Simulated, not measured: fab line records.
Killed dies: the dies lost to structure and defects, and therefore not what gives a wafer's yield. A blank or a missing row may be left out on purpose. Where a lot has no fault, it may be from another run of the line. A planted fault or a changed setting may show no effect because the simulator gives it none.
Matching of chambers ; flow nand-harc ; NHARC_P_M1_DESCUM_14 on rie-diel-10: 4 sister chambers
The step chemistry O2, time 3 s. 4 wafers are shown with their chamber, then 12 later ones without.

== WAFERS PAIRED WITH THEIR CHAMBERS ==
wafer;chamber;showerhead-plenum-p-Torr (Torr)
L089.3;0;1.85
L090.1;3;2.02
L091.5;1;2.04
L091.6;2;1.89

== WAFERS WITH NO CHAMBER GIVEN ==
wafer;showerhead-plenum-p-Torr (Torr)
L092.1;1.85
L092.2;1.89
L092.5;1.85
L093.1;1.85
L093.4;2.04
L093.6;1.85
L095.1;2.04
L095.4;1.89
L095.5;2.02
L096.2;1.85
L096.3;2.01
L096.4;1.89

== WHICH CHAMBER EACH WENT THROUGH ==
wafer;from the rows above;in truth
L092.1;0;0
L092.2;2;2
L092.5;0;0
L093.1;0;0
L093.4;1;1
L093.6;0;0
L095.1;1;1
L095.4;2;2
L095.5;3;3
L096.2;0;0
L096.3;3;3
L096.4;2;2
Correct placement for 12 of the 12. From these rows, 0 cannot be placed. 0 placed wrongly.
How it was worked out, from the rows above alone: a wafer's distance from a chamber is the root of the sum, over the readings, of the square of ((its reading less the chamber's mean) divided by the reading's scatter). If the next closest chamber is less than 2 further off than the closest, the wafer can't be placed; otherwise it belongs to the closest. A chamber's mean is the mean of its shown wafers. The scatter: root of mean squared gap, hidden wafer to nearest shown wafer, with one shown wafer a chamber.
